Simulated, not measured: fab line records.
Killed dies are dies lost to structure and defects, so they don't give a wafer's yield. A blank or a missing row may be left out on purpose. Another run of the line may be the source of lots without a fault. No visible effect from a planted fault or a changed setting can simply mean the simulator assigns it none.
Problem report in the 8D (eight disciplines) form, filled by code | flow nand_harc | the parts of the form that need people (team, actions taken, sign-off) are left out

## 1. THE ISSUE
Mean of cd_nm at NHARC_P_ZERO_WELL_CD_MEAS_52: 2019.9 nm across 2 wafers in 2 lots; on wafers with no fault it is 1999.6 nm (standard deviation 1.3). Relative to the usual mean, that is a shift of +16 standard deviations.
The step: target cd 2000 nm.
The first sign was on wafer L258.4 at day 6 05:47, on cd_sem-02. Wafers with a number at this step in the record: 36, from 12 lots. By rule, "out" or "out of limits" means more than 4 standard deviations away from the usual mean. The other wafers with a number count as sound.

## 2. WHAT IT IS; WHAT IT IS NOT
question                    | is                   | is not
which readings at this step | cd_nm                | -
which lots                  | L258, L259           | L249, L253, L262, L265, L266, L267, L268, L269, L270, L271
which wafers of those lots  | L258.4, L259.1       | L258.3, L258.5, L259.5, L259.6
read on which gauges        | cd_sem-01, cd_sem-02 | cd_sem-03
when                        | from day 6 05:47     | up to then (8 sound wafers); but 26 sound wafers of L259, L262, L265, L266, L267, L268, L269, L270, L271 came after

## 3. THE SUSPECTS, EACH WITH WHAT RULES IT OUT
Counting: any tool at a process step up to the reading remains a suspect provided it ran every lot that is out. Sound lots after the first of them don't rule it out here, since some wafers of a struck lot are sound.
- the gauge at NHARC_P_ZERO_WELL_CD_MEAS_52 has been ruled out. 2 gauges (cd_sem-01, cd_sem-02) read the wafers that are out.
- krf_scanner-03 at NHARC_P_ZERO_WELL_EXPOSE_49 (exposes mask P HVPW, target cd 2000 nm): kept. It ran every lot that is out, first L258 (day 6 05:39).
The count leaves krf_scanner-03 at NHARC_P_ZERO_WELL_EXPOSE_49.

## 4. THE CAUSE (what the simulator had put in)
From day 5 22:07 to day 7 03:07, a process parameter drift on krf_scanner-03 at NHARC_P_ZERO_WELL_EXPOSE_49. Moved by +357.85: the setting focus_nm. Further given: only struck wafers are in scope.
Counting left only this tool.

## 5. THE EFFECT CHAIN, in route order
Rows list readings where the struck wafers' mean (over those with a number) sits beyond 3 standard deviations from the usual. Readings are gone through only where the record gives a usual standard deviation; hours: the median, over the lots, of the time from a lot's start at the first step in this table giving one to that lot's start at this step; sigmas: the change measured in usual standard deviations.
hours | step                         | reading | usual     | on struck wafers | change | sigmas
0     | NHARC_P_ZERO_WELL_CD_MEAS_52 | cd_nm   | 1999.6 nm | 2019.9           | +20.3  | +16
Later measuring or inspecting steps at which every struck wafer that the step has a row for has a number for every such reading, and none has moved that far: NHARC_P_ZERO_WELL_INSPECT_43.

## 6. HOW IT WOULD HAVE BEEN CAUGHT EARLIER
8 hours passed between the start of the fault at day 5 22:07 and the first reading out of limits at a measuring or inspecting step in this record, taken at day 6 05:47.
Among the 2 lots that are out, L259 began NHARC_P_ZERO_WELL_EXPOSE_49 on krf_scanner-03 after day 6 05:47. It would have been spared by a hold on the tool at that moment.
